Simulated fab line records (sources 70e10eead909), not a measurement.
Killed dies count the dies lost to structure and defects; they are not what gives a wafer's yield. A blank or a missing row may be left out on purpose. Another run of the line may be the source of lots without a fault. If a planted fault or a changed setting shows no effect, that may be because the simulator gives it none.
fab line records :: flow nand-harc :: part 2 of 2: steps 22 to 30 of 30
record
  lots=5
  wafers=15
  last-day=22
route steps=1159 shown A_STAIRCASE@623
lots untouched by any fault: they come from a run of this same line in which no faults occurred
start-h: the number of hours between the record's first day and the start of the first shown wafer of the lot :: wait-h: hours from the lot's prior step to this one :: " the same as in the row above :: L1.1+2: one row covering several wafers at once :: - value missing, or start not given :: * or withheld: withheld :: < > ~ a bound
route shown NAME@n: names a module that has steps shown in the file, with the first one's number in the route :: usual: the fault-free wafers' mean and standard deviation :: same: alike in all rows :: chamber/n: place in a boat :: sites: the reading at each site :: _std_site: standard deviation across them :: _edge_site: outer sites' mean less inner sites' :: radius-mm: for every site, how far away it sits from the centre of the wafer :: mask NAME#n: copy n :: behind: the most recent tool/chamber to have shaped the wafer :: hold: why the lot was held/for how many hours/how that ended :: device: names the non-switching transistor (n, p or np) :: end of line: the same wafers' tests at the end of the route :: for a step that has no rows: nothing shown but its recipe :: killed: dies lost to structure and defects at the first sort, not the wafer's yield :: map: dies across one wafer; x = killed, . = not, _ = none there
set.NAME: the setting as run; set.NAME@STEP: as run at that earlier step :: model.NAME: the simulator's own value behind a step, which no gauge read
certain route steps with their lots: each step a table, each wafer a row
services: the hour from which a tool's chamber was out of use, counted from the record's first day as start-h (under 0 if before that day), plus the number of hours and why
## steps
# step NHARC_A_STAIRCASE_DESCUM_252
# recipe
  time-s=3
  o2-flow-sccm=200
  ar-flow-sccm=0
  bias-power-w=0
  chemistry=O2
# usual
  drypump-motor-current-A=5.67/0.3
  oes-product-au=1.003/0.01
  rf-vpp-V=57.7/0.86
  showerhead-plenum-p-Torr=1.87/0.08
  throttle-valve-pct=11.311/0.0092
lot.wafer: L075.2
tool: rie-diel-02
chamber: 0
start-h: 273.36
wait-h: -
drypump-motor-current-A: 5.10
oes-product-au: 1.008
rf-hours-counter-h: 45
rf-vpp-V: 57.6
showerhead-plenum-p-Torr: 1.77
throttle-valve-pct: 11.322

lot.wafer: L075.1
tool: rie-diel-02
chamber: 1
start-h: 273.36
wait-h: -
drypump-motor-current-A: 6.02
oes-product-au: 1.010
rf-hours-counter-h: 42
rf-vpp-V: 58.1
showerhead-plenum-p-Torr: 1.89
throttle-valve-pct: 11.311

lot.wafer: L075.4
tool: rie-diel-02
chamber: 2
start-h: 273.36
wait-h: -
drypump-motor-current-A: 5.84
oes-product-au: 1.015
rf-hours-counter-h: 40
rf-vpp-V: 58.6
showerhead-plenum-p-Torr: 1.80
throttle-valve-pct: 11.292

lot.wafer: L080.4
tool: rie-diel-11
chamber: 2
start-h: 274.57
wait-h: -
drypump-motor-current-A: 5.95
oes-product-au: 0.996
rf-hours-counter-h: 27
rf-vpp-V: 57.2
showerhead-plenum-p-Torr: 1.82
throttle-valve-pct: 11.307

lot.wafer: L080.3
tool: rie-diel-11
chamber: 3
start-h: 274.57
wait-h: -
drypump-motor-current-A: 5.37
oes-product-au: 0.991
rf-hours-counter-h: 23
rf-vpp-V: 58.6
showerhead-plenum-p-Torr: 1.99
throttle-valve-pct: 11.302

lot.wafer: L080.5
tool: rie-diel-11
chamber: 1
start-h: 274.57
wait-h: -
drypump-motor-current-A: 5.61
oes-product-au: 0.993
rf-hours-counter-h: -
rf-vpp-V: 59.2
showerhead-plenum-p-Torr: 1.80
throttle-valve-pct: 11.310

lot.wafer: L081.1
tool: rie-diel-11
chamber: 1
start-h: 297.65
wait-h: -
drypump-motor-current-A: 5.62
oes-product-au: 0.984
rf-hours-counter-h: 32
rf-vpp-V: 58.6
showerhead-plenum-p-Torr: 1.80
throttle-valve-pct: 11.309

lot.wafer: L081.6
tool: rie-diel-11
chamber: 0
start-h: 297.65
wait-h: -
drypump-motor-current-A: 6.11
oes-product-au: 1.002
rf-hours-counter-h: -
rf-vpp-V: 57.9
showerhead-plenum-p-Torr: 1.82
throttle-valve-pct: 11.303

lot.wafer: L081.5
tool: rie-diel-11
chamber: 1
start-h: 297.65
wait-h: -
drypump-motor-current-A: 5.64
oes-product-au: 0.990
rf-hours-counter-h: -
rf-vpp-V: 58.1
showerhead-plenum-p-Torr: 1.80
throttle-valve-pct: 11.298

lot.wafer: L083.3
tool: rie-diel-11
chamber: 0
start-h: 303.57
wait-h: -
drypump-motor-current-A: 6.13
oes-product-au: 1.013
rf-hours-counter-h: 31
rf-vpp-V: 56.6
showerhead-plenum-p-Torr: 1.82
throttle-valve-pct: 11.314

lot.wafer: L083.2
tool: rie-diel-11
chamber: 1
start-h: 303.57
wait-h: -
drypump-motor-current-A: 5.61
oes-product-au: 0.995
rf-hours-counter-h: 34
rf-vpp-V: 58.2
showerhead-plenum-p-Torr: 1.80
throttle-valve-pct: 11.309

lot.wafer: L083.4
tool: rie-diel-11
chamber: 3
start-h: 303.57
wait-h: -
drypump-motor-current-A: 5.38
oes-product-au: 0.986
rf-hours-counter-h: 32
rf-vpp-V: 57.6
showerhead-plenum-p-Torr: 1.99
throttle-valve-pct: 11.302

lot.wafer: L087.2
tool: rie-diel-02
chamber: 2
start-h: 318.33
wait-h: -
drypump-motor-current-A: 5.88
oes-product-au: 1.010
rf-hours-counter-h: 57
rf-vpp-V: 55.8
showerhead-plenum-p-Torr: 1.79
throttle-valve-pct: 11.311

lot.wafer: L087.1
tool: rie-diel-02
chamber: 0
start-h: 318.33
wait-h: -
drypump-motor-current-A: 5.10
oes-product-au: 1.019
rf-hours-counter-h: 61
rf-vpp-V: 58.1
showerhead-plenum-p-Torr: 1.77
throttle-valve-pct: 11.301

lot.wafer: L087.6
tool: rie-diel-02
chamber: 2
start-h: 318.33
wait-h: -
drypump-motor-current-A: 5.84
oes-product-au: 1.015
rf-hours-counter-h: -
rf-vpp-V: 57.2
showerhead-plenum-p-Torr: 1.79
throttle-valve-pct: 11.285
# step NHARC_A_STAIRCASE_ETCH_253
# recipe
  target-depth-a=500
  time-s=20.2
  ion-energy-ev=400
  c4f8-flow-sccm=20
  o2-flow-sccm=10
  ar-flow-sccm=withheld
  rf-w=600
  bias-w=1000
  chemistry=C4F8/O2
# usual
  oes-product-au=0.955/0.022
  rf-vpp-V=894/5.1
lot.wafer: L075.1
tool: rie-diel-02
chamber: 1
start-h: 273.44
wait-h: 0.1
oes-product-au: 0.985
rf-hours-counter-h: 42
rf-vpp-V: 893

lot.wafer: L075.2
tool: rie-diel-02
chamber: 3
start-h: 273.44
wait-h: 0.1
oes-product-au: 0.975
rf-hours-counter-h: 44
rf-vpp-V: 898

lot.wafer: L075.4
tool: rie-diel-02
chamber: 0
start-h: 273.44
wait-h: 0.1
oes-product-au: 0.956
rf-hours-counter-h: 45
rf-vpp-V: 887

lot.wafer: L080.3
tool: rie-diel-11
chamber: 3
start-h: 274.65
wait-h: 0.1
oes-product-au: 0.925
rf-hours-counter-h: 23
rf-vpp-V: 902

lot.wafer: L080.4
tool: rie-diel-11
chamber: 0
start-h: 274.65
wait-h: 0.1
oes-product-au: 0.933
rf-hours-counter-h: 22
rf-vpp-V: 890

lot.wafer: L080.5
tool: rie-diel-11
chamber: 0
start-h: 274.65
wait-h: 0.1
oes-product-au: 0.934
rf-hours-counter-h: -
rf-vpp-V: 890

lot.wafer: L081.1
tool: rie-diel-11
chamber: 2
start-h: 297.91
wait-h: 0.2
oes-product-au: 0.918
rf-hours-counter-h: 35
rf-vpp-V: 889

lot.wafer: L081.5
tool: rie-diel-11
chamber: 2
start-h: 297.91
wait-h: 0.2
oes-product-au: 0.932
rf-hours-counter-h: -
rf-vpp-V: 890

lot.wafer: L081.6
tool: rie-diel-11
chamber: 3
start-h: 297.91
wait-h: 0.2
oes-product-au: 0.922
rf-hours-counter-h: -
rf-vpp-V: 900

lot.wafer: L083.2
tool: rie-diel-11
chamber: 2
start-h: 303.66
wait-h: 0.1
oes-product-au: 0.970
rf-hours-counter-h: 36
rf-vpp-V: 891

lot.wafer: L083.3
tool: rie-diel-11
chamber: 3
start-h: 303.66
wait-h: 0.1
oes-product-au: 0.949
rf-hours-counter-h: 32
rf-vpp-V: 901

lot.wafer: L083.4
tool: rie-diel-11
chamber: 0
start-h: 303.66
wait-h: 0.1
oes-product-au: 0.958
rf-hours-counter-h: 31
rf-vpp-V: 890

lot.wafer: L087.2
tool: rie-diel-02
chamber: 0
start-h: 318.54
wait-h: 0.2
oes-product-au: 0.964
rf-hours-counter-h: 61
rf-vpp-V: 887

lot.wafer: L087.1
tool: rie-diel-02
chamber: 2
start-h: 318.54
wait-h: 0.2
oes-product-au: 0.952
rf-hours-counter-h: 57
rf-vpp-V: 888

lot.wafer: L087.6
tool: rie-diel-02
chamber: 3
start-h: 318.54
wait-h: 0.2
oes-product-au: 0.964
rf-hours-counter-h: -
rf-vpp-V: 897
# step NHARC_A_STAIRCASE_STRIP_254
# recipe
  power-w=1500
  temp-c=250
  chemistry=O2
# usual
  drypump-motor-current-A=5.8/0.3
  heater-power-w=336/39
lot.wafer: L075.1
tool: plasma-asher-01
chamber: 1
start-h: 273.52
wait-h: -
drypump-motor-current-A: 5.4
heater-power-w: 309
rf-hours-counter-h: 69

lot.wafer: L075.2
tool: plasma-asher-01
chamber: 0
start-h: 273.52
wait-h: -
drypump-motor-current-A: 5.7
heater-power-w: 314
rf-hours-counter-h: 69

lot.wafer: L075.4
tool: plasma-asher-01
chamber: 1
start-h: 273.52
wait-h: -
drypump-motor-current-A: 5.4
heater-power-w: 309
rf-hours-counter-h: -

lot.wafer: L080.3
tool: plasma-asher-01
chamber: 1
start-h: 274.84
wait-h: -
drypump-motor-current-A: 5.4
heater-power-w: 312
rf-hours-counter-h: -

lot.wafer: L080.4
tool: plasma-asher-01
chamber: 0
start-h: 274.84
wait-h: -
drypump-motor-current-A: 5.7
heater-power-w: 324
rf-hours-counter-h: -

lot.wafer: L080.5
tool: plasma-asher-01
chamber: 1
start-h: 274.84
wait-h: -
drypump-motor-current-A: 5.4
heater-power-w: 322
rf-hours-counter-h: -

lot.wafer: L081.1
tool: plasma-asher-01
chamber: 1
start-h: 298.05
wait-h: -
drypump-motor-current-A: 5.4
heater-power-w: 323
rf-hours-counter-h: 9

lot.wafer: L081.5
tool: plasma-asher-01
chamber: 0
start-h: 298.05
wait-h: -
drypump-motor-current-A: 5.7
heater-power-w: 304
rf-hours-counter-h: -

lot.wafer: L081.6
tool: plasma-asher-01
chamber: 1
start-h: 298.05
wait-h: -
drypump-motor-current-A: 5.4
heater-power-w: 315
rf-hours-counter-h: -

lot.wafer: L083.2
tool: plasma-asher-01
chamber: 1
start-h: 303.80
wait-h: -
drypump-motor-current-A: 5.4
heater-power-w: 318
rf-hours-counter-h: 12

lot.wafer: L083.3
tool: plasma-asher-01
chamber: 0
start-h: 303.80
wait-h: -
drypump-motor-current-A: 5.7
heater-power-w: 307
rf-hours-counter-h: -

lot.wafer: L083.4
tool: plasma-asher-01
chamber: 1
start-h: 303.80
wait-h: -
drypump-motor-current-A: 5.4
heater-power-w: 308
rf-hours-counter-h: -

lot.wafer: L087.2
tool: plasma-asher-02
chamber: 0
start-h: 318.62
wait-h: -
drypump-motor-current-A: 5.6
heater-power-w: 404
rf-hours-counter-h: 40

lot.wafer: L087.1
tool: plasma-asher-02
chamber: 1
start-h: 318.62
wait-h: -
drypump-motor-current-A: 6.2
heater-power-w: 308
rf-hours-counter-h: 40

lot.wafer: L087.6
tool: plasma-asher-02
chamber: 1
start-h: 318.62
wait-h: -
drypump-motor-current-A: 6.2
heater-power-w: 310
rf-hours-counter-h: -
# step NHARC_A_STAIRCASE_STRIP_255
# recipe
  time-s=900
  temp-c=130
  chemistry=SPM
# usual
  bath-guard-temp-C=130.0/0.58
lot.wafer: L075.1
tool: wet-bench-03
chamber: 1
start-h: 273.87
wait-h: 0.3
bath-guard-temp-C: 130.1

lot.wafer: L075.2
tool: wet-bench-03
chamber: 4
start-h: 273.87
wait-h: 0.3
bath-guard-temp-C: 130.6

lot.wafer: L075.4
tool: wet-bench-03
chamber: 6
start-h: 273.87
wait-h: 0.3
bath-guard-temp-C: 129.1

lot.wafer: L080.3
tool: wet-bench-09
chamber: 6
start-h: 275.10
wait-h: 0.2
bath-guard-temp-C: 130.8

lot.wafer: L080.4
tool: wet-bench-09
chamber: 1
start-h: 275.10
wait-h: 0.2
bath-guard-temp-C: 129.6

lot.wafer: L080.5
tool: wet-bench-09
chamber: 2
start-h: 275.10
wait-h: 0.2
bath-guard-temp-C: 130.3

lot.wafer: L081.6
tool: wet-bench-03
chamber: 6
start-h: 298.35
wait-h: 0.1
bath-guard-temp-C: 129.5

lot.wafer: L081.1
tool: wet-bench-03
chamber: 1
start-h: 298.35
wait-h: 0.1
bath-guard-temp-C: 130.3

lot.wafer: L081.5
tool: wet-bench-03
chamber: 3
start-h: 298.35
wait-h: 0.1
bath-guard-temp-C: 129.9

lot.wafer: L083.2
tool: wet-bench-03
chamber: 4
start-h: 304.11
wait-h: 0.3
bath-guard-temp-C: 130.4

lot.wafer: L083.3
tool: wet-bench-03
chamber: 5
start-h: 304.11
wait-h: 0.3
bath-guard-temp-C: 130.6

lot.wafer: L083.4
tool: wet-bench-03
chamber: 7
start-h: 304.11
wait-h: 0.3
bath-guard-temp-C: 130.1

lot.wafer: L087.6
tool: wet-bench-03
chamber: 5
start-h: 318.99
wait-h: 0.1
bath-guard-temp-C: 130.5

lot.wafer: L087.1
tool: wet-bench-03
chamber: 6
start-h: 318.99
wait-h: 0.1
bath-guard-temp-C: 129.2

lot.wafer: L087.2
tool: wet-bench-03
chamber: 7
start-h: 318.99
wait-h: 0.1
bath-guard-temp-C: 130.4
# step NHARC_A_STAIRCASE_PRECLEAN_256
# recipe
  time-s=*
  temp-c=50
  bath-age-min=0
  chemistry=SC1
# usual
  bath-guard-temp-C=50.0/0.59
lot.wafer: L075.1
tool: wet-bench-03
chamber: 1
start-h: -
wait-h: -
bath-guard-temp-C: 50.0

lot.wafer: L075.2
tool: wet-bench-03
chamber: 4
start-h: -
wait-h: -
bath-guard-temp-C: 50.6

lot.wafer: L075.4
tool: wet-bench-03
chamber: 6
start-h: -
wait-h: -
bath-guard-temp-C: 49.2

lot.wafer: L080.3
tool: wet-bench-09
chamber: 6
start-h: -
wait-h: -
bath-guard-temp-C: 50.6

lot.wafer: L080.4
tool: wet-bench-09
chamber: 1
start-h: -
wait-h: -
bath-guard-temp-C: 49.8

lot.wafer: L080.5
tool: wet-bench-09
chamber: 2
start-h: -
wait-h: -
bath-guard-temp-C: 50.4

lot.wafer: L081.6
tool: wet-bench-03
chamber: 6
start-h: -
wait-h: -
bath-guard-temp-C: 49.8

lot.wafer: L081.1
tool: wet-bench-03
chamber: 1
start-h: -
wait-h: -
bath-guard-temp-C: 50.1

lot.wafer: L081.5
tool: wet-bench-03
chamber: 3
start-h: -
wait-h: -
bath-guard-temp-C: 49.1

lot.wafer: L083.2
tool: wet-bench-03
chamber: 4
start-h: -
wait-h: -
bath-guard-temp-C: 50.5

lot.wafer: L083.3
tool: wet-bench-03
chamber: 5
start-h: -
wait-h: -
bath-guard-temp-C: 50.6

lot.wafer: L083.4
tool: wet-bench-03
chamber: 7
start-h: -
wait-h: -
bath-guard-temp-C: 50.1

lot.wafer: L087.6
tool: wet-bench-03
chamber: 5
start-h: -
wait-h: -
bath-guard-temp-C: 50.6

lot.wafer: L087.1
tool: wet-bench-03
chamber: 6
start-h: -
wait-h: -
bath-guard-temp-C: 49.3

lot.wafer: L087.2
tool: wet-bench-03
chamber: 7
start-h: -
wait-h: -
bath-guard-temp-C: 50.2
# step NHARC_A_STAIRCASE_SRD_257
lot.wafer: L075.1+2+4
tool: wet-bench-03
chamber: 1,4,6
start-h: -
wait-h: -

lot.wafer: L080.3+4+5
tool: wet-bench-09
chamber: 6,1,2
start-h: -
wait-h: -

lot.wafer: L081.6+1+5
tool: wet-bench-03
chamber: 6,1,3
start-h: -
wait-h: -

lot.wafer: L083.2+3+4
tool: wet-bench-03
chamber: 4,5,7
start-h: -
wait-h: -

lot.wafer: L087.6+1+2
tool: wet-bench-03
chamber: 5,6,7
start-h: -
wait-h: -
# step NHARC_A_STAIRCASE_HM_DEP_456
# recipe
  target-thk-a=15000
  temp-c=400
  material=aC
# usual
  throttle-valve-pct=35.001/0.0096
lot.wafer: L075.1
tool: acl-dep-02
chamber: 0
start-h: 276.96
wait-h: -
throttle-valve-pct: 34.998

lot.wafer: L075.2
tool: acl-dep-02
chamber: 0
start-h: 276.96
wait-h: -
throttle-valve-pct: 35.012

lot.wafer: L075.4
tool: acl-dep-02
chamber: 0
start-h: 276.96
wait-h: -
throttle-valve-pct: 35.001

lot.wafer: L080.3
tool: acl-dep-03
chamber: 0
start-h: 278.02
wait-h: -
throttle-valve-pct: 35.002

lot.wafer: L080.4
tool: acl-dep-03
chamber: 0
start-h: 278.02
wait-h: -
throttle-valve-pct: 34.993

lot.wafer: L080.5
tool: acl-dep-03
chamber: 0
start-h: 278.02
wait-h: -
throttle-valve-pct: 35.005

lot.wafer: L081.1
tool: acl-dep-02
chamber: 0
start-h: 299.15
wait-h: -
throttle-valve-pct: 35.004

lot.wafer: L081.5
tool: acl-dep-02
chamber: 0
start-h: 300.39
wait-h: -
throttle-valve-pct: 35.002

lot.wafer: L081.6
tool: acl-dep-02
chamber: 0
start-h: 300.39
wait-h: -
throttle-valve-pct: 34.999

lot.wafer: L083.2
tool: acl-dep-02
chamber: 0
start-h: 306.74
wait-h: -
throttle-valve-pct: 34.990

lot.wafer: L083.3
tool: acl-dep-02
chamber: 0
start-h: 306.74
wait-h: -
throttle-valve-pct: 34.998

lot.wafer: L083.4
tool: acl-dep-02
chamber: 0
start-h: 306.74
wait-h: -
throttle-valve-pct: 35.011

lot.wafer: L087.1
tool: acl-dep-01
chamber: 0
start-h: 320.53
wait-h: -
throttle-valve-pct: 34.998

lot.wafer: L087.2
tool: acl-dep-01
chamber: 0
start-h: 320.53
wait-h: -
throttle-valve-pct: 35.004

lot.wafer: L087.6
tool: acl-dep-01
chamber: 0
start-h: 322.04
wait-h: -
throttle-valve-pct: 34.984
# step NHARC_A_STAIRCASE_DEP_259
# recipe
  target-thk-a=300
  target-thk-nm=30
  temp-c=400
  pressure-torr=3.5
  flow-sccm=200
  rf-w=350
  material=SiON
# usual
  heater-power-w=791/59
  showerhead-vpp-V=1147/48
lot.wafer: L075.1
tool: pecvd-01
chamber: 2
start-h: 278.93
wait-h: 1.7
heater-power-w: 780
showerhead-vpp-V: 1183

lot.wafer: L075.2
tool: pecvd-01
chamber: 0
start-h: 278.93
wait-h: 1.7
heater-power-w: 782
showerhead-vpp-V: 1157

lot.wafer: L075.4
tool: pecvd-01
chamber: 0
start-h: 278.93
wait-h: 1.7
heater-power-w: 800
showerhead-vpp-V: 1140

lot.wafer: L080.3
tool: pecvd-04
chamber: 1
start-h: 279.34
wait-h: 1.0
heater-power-w: 861
showerhead-vpp-V: 1131

lot.wafer: L080.4
tool: pecvd-04
chamber: 1
start-h: 279.34
wait-h: 1.0
heater-power-w: 862
showerhead-vpp-V: 1128

lot.wafer: L080.5
tool: pecvd-04
chamber: 0
start-h: 279.34
wait-h: 1.0
heater-power-w: 761
showerhead-vpp-V: 1184

lot.wafer: L081.1
tool: pecvd-01
chamber: 2
start-h: 301.05
wait-h: 1.6
heater-power-w: 821
showerhead-vpp-V: 1185

lot.wafer: L081.6
tool: pecvd-01
chamber: 1
start-h: 301.05
wait-h: 1.6
heater-power-w: 682
showerhead-vpp-V: 1156

lot.wafer: L081.5
tool: pecvd-01
chamber: 2
start-h: 301.05
wait-h: 1.6
heater-power-w: 827
showerhead-vpp-V: 1176

lot.wafer: L083.3
tool: pecvd-02
chamber: 1
start-h: 308.34
wait-h: 1.0
heater-power-w: 781
showerhead-vpp-V: 1095

lot.wafer: L083.2
tool: pecvd-02
chamber: 2
start-h: 308.34
wait-h: 1.0
heater-power-w: 805
showerhead-vpp-V: 1196

lot.wafer: L083.4
tool: pecvd-02
chamber: 1
start-h: 308.34
wait-h: 1.0
heater-power-w: 778
showerhead-vpp-V: 1105

lot.wafer: L087.1
tool: pecvd-04
chamber: 2
start-h: 322.40
wait-h: 1.6
heater-power-w: 806
showerhead-vpp-V: 1063

lot.wafer: L087.2
tool: pecvd-04
chamber: 0
start-h: 322.40
wait-h: 1.6
heater-power-w: 783
showerhead-vpp-V: 1185

lot.wafer: L087.6
tool: pecvd-04
chamber: 1
start-h: 322.40
wait-h: 1.6
heater-power-w: 898
showerhead-vpp-V: 1136
# step NHARC_A_STAIRCASE_DEHYDRATE_281
# recipe
  temp-c=150
  time-s=120
# usual
  heater-power-total-W=182.7/1.2
  resist-line-temp-C=23.02/0.088
lot.wafer: L075.1
tool: litho-track-03
chamber: 0
start-h: 279.20
wait-h: 0.2
heater-power-total-W: 181.5
resist-line-temp-C: 22.99

lot.wafer: L075.2
tool: litho-track-03
chamber: 0
start-h: 279.20
wait-h: 0.2
heater-power-total-W: 182.5
resist-line-temp-C: 22.98

lot.wafer: L075.4
tool: litho-track-03
chamber: 0
start-h: 279.20
wait-h: 0.2
heater-power-total-W: 181.0
resist-line-temp-C: 22.94

lot.wafer: L080.3
tool: litho-track-02
chamber: 0
start-h: 279.62
wait-h: 0.2
heater-power-total-W: 182.2
resist-line-temp-C: 23.06

lot.wafer: L080.4
tool: litho-track-02
chamber: 0
start-h: 279.62
wait-h: 0.2
heater-power-total-W: 184.1
resist-line-temp-C: 23.04

lot.wafer: L080.5
tool: litho-track-02
chamber: 0
start-h: 279.62
wait-h: 0.2
heater-power-total-W: 182.4
resist-line-temp-C: 22.94

lot.wafer: L081.1
tool: litho-track-03
chamber: 0
start-h: 301.30
wait-h: 0.2
heater-power-total-W: 182.5
resist-line-temp-C: 22.84

lot.wafer: L081.5
tool: litho-track-03
chamber: 0
start-h: 301.30
wait-h: 0.2
heater-power-total-W: 183.0
resist-line-temp-C: 23.03

lot.wafer: L081.6
tool: litho-track-03
chamber: 0
start-h: 301.30
wait-h: 0.2
heater-power-total-W: 181.5
resist-line-temp-C: 23.00

lot.wafer: L083.2
tool: litho-track-03
chamber: 0
start-h: 308.59
wait-h: 0.2
heater-power-total-W: 182.4
resist-line-temp-C: 23.00

lot.wafer: L083.3
tool: litho-track-03
chamber: 0
start-h: 308.59
wait-h: 0.2
heater-power-total-W: 183.4
resist-line-temp-C: 22.91

lot.wafer: L083.4
tool: litho-track-03
chamber: 0
start-h: 308.59
wait-h: 0.2
heater-power-total-W: 181.4
resist-line-temp-C: 23.10

lot.wafer: L087.1
tool: litho-track-05
chamber: 0
start-h: 322.64
wait-h: 0.2
heater-power-total-W: 184.5
resist-line-temp-C: 23.08

lot.wafer: L087.2
tool: litho-track-05
chamber: 0
start-h: 322.64
wait-h: 0.2
heater-power-total-W: 180.9
resist-line-temp-C: 23.04

lot.wafer: L087.6
tool: litho-track-05
chamber: 0
start-h: 322.64
wait-h: 0.2
heater-power-total-W: 181.1
resist-line-temp-C: 23.10
## services
tool: krf-scanner-01
chamber: -
start-h: 256.00
hours: 4.0
kind: pm

tool: rie-diel-02
chamber: 0
start-h: 258.37
hours: -
kind: clean

tool: rie-diel-02
chamber: 1
start-h: 258.37
hours: -
kind: clean

tool: rie-diel-02
chamber: 2
start-h: 258.37
hours: -
kind: clean

tool: rie-diel-02
chamber: 3
start-h: 258.37
hours: -
kind: clean

tool: wet-bench-07
chamber: -
start-h: 272.00
hours: 8.0
kind: pm

tool: rie-diel-02
chamber: 2
start-h: 274.32
hours: 1.4
kind: repair

tool: plasma-asher-01
chamber: -
start-h: 276.60
hours: 9.0
kind: pm

tool: rie-diel-11
chamber: 3
start-h: 278.25
hours: 3.4
kind: repair

tool: rie-diel-02
chamber: 0
start-h: 283.32
hours: -
kind: clean

tool: pecvd-04
chamber: 2
start-h: 284.33
hours: 4.0
kind: repair

tool: plasma-asher-01
chamber: -
start-h: 285.73
hours: 1.4
kind: repair

tool: plasma-asher-02
chamber: -
start-h: 288.12
hours: 13.1
kind: repair

tool: wet-bench-09
chamber: -
start-h: 288.80
hours: 8.0
kind: pm

tool: pecvd-04
chamber: 0
start-h: 291.34
hours: 4.0
kind: repair

tool: acl-dep-01
chamber: -
start-h: 293.25
hours: 13.0
kind: pm

tool: rie-diel-05
chamber: 0
start-h: 294.72
hours: 5.7
kind: repair

tool: krf-scanner-04
chamber: -
start-h: 298.00
hours: 4.0
kind: pm

tool: rie-diel-02
chamber: 0
start-h: 303.23
hours: 3.9
kind: repair

tool: rie-diel-05
chamber: 1
start-h: 305.50
hours: 14.4
kind: repair

tool: pecvd-04
chamber: -
start-h: 311.58
hours: 1.2
kind: repair

tool: rie-diel-11
chamber: 3
start-h: 319.62
hours: 27.1
kind: repair

tool: rie-diel-11
chamber: 2
start-h: 319.79
hours: 1.4
kind: repair

tool: wet-bench-03
chamber: -
start-h: 322.44
hours: 8.0
kind: pm
